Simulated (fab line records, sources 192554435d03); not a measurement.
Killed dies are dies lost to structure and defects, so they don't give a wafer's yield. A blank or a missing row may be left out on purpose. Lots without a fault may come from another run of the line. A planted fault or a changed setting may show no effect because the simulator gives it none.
One fault seen from 2 desks | flow n5_finfet | each desk has only its own numbers; what lay behind them comes last

THE DEFECT DESK
What the inspections along the route counted, lot by lot: means of the sampled wafers that have a number. A lot is out of limits, marked OUT, if its mean lies more than 4 standard deviations from the usual mean; the brackets give that distance.
Columns: A = raw_defect_count at N5_BEOL_M7_INSPECT_30, usual 372
lot  | first seen here | A
L555 | day 10 09:10    | 353
L558 | day 11 06:43    | 360
L569 | day 14 09:24    | 491
L572 | day 14 12:51    | 802 (+5.4) OUT
This desk's finding: out of limits on L572; first on L572, day 14 12:51 (raw_defect_count at N5_BEOL_M7_INSPECT_30). In limits: L555, L558, L569.

THE TOOL OWNER'S DESK: rie_diel-03
The tool's own readings at N5_BEOL_M7_ETCH_62 (etches SOC in N2/H2, target depth 110 nm, overetch 22 nm, time 165 s): means of the sampled wafers that have a number, for each lot that ran on this tool. A lot is out of limits, marked OUT, if its mean lies more than 4 standard deviations from the usual mean; the brackets give that distance.
Columns: A = drypump_motor_current_A at N5_BEOL_M7_ETCH_62, usual 5.8 A; B = h2_flow_sccm at N5_BEOL_M7_ETCH_62, usual 200.0 sccm; C = oes_product_au at N5_BEOL_M7_ETCH_62, usual 0.67 a.u.; D = rf_vpp_V at N5_BEOL_M7_ETCH_62, usual 523.9 V; E = showerhead_plenum_p_Torr at N5_BEOL_M7_ETCH_62, usual 2.55 Torr; F = throttle_valve_pct at N5_BEOL_M7_ETCH_62, usual 17.72 %
lot  | first seen here | A   | B     | C    | D     | E    | F
L555 | day 10 08:07    | 5.9 | 199.9 | 0.66 | 525.4 | 2.59 | 17.81
L569 | day 14 07:58    | 6.0 | 200.0 | 0.61 | 523.9 | 2.53 | 17.83
L572 | day 14 10:16    | 5.8 | 200.4 | 0.64 | 524.2 | 2.55 | 17.85
This desk's finding: nothing out of limits on any of the 3 lots.

PUT TOGETHER
The defect desk could have raised an alarm at day 14 12:51, on L572.
The tool owner's desk saw nothing out of limits.
The tool owner's desk has L572 on record, within its limits.
Of the lots named, all ran N5_BEOL_M7_ETCH_62 on rie_diel-03.

WHAT THE SIMULATOR HAD PUT IN
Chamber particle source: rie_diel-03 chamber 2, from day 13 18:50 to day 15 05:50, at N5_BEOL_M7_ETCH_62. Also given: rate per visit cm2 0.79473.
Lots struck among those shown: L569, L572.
Hours from the fault's start to each desk's first reading out of limits: the defect desk, 18.
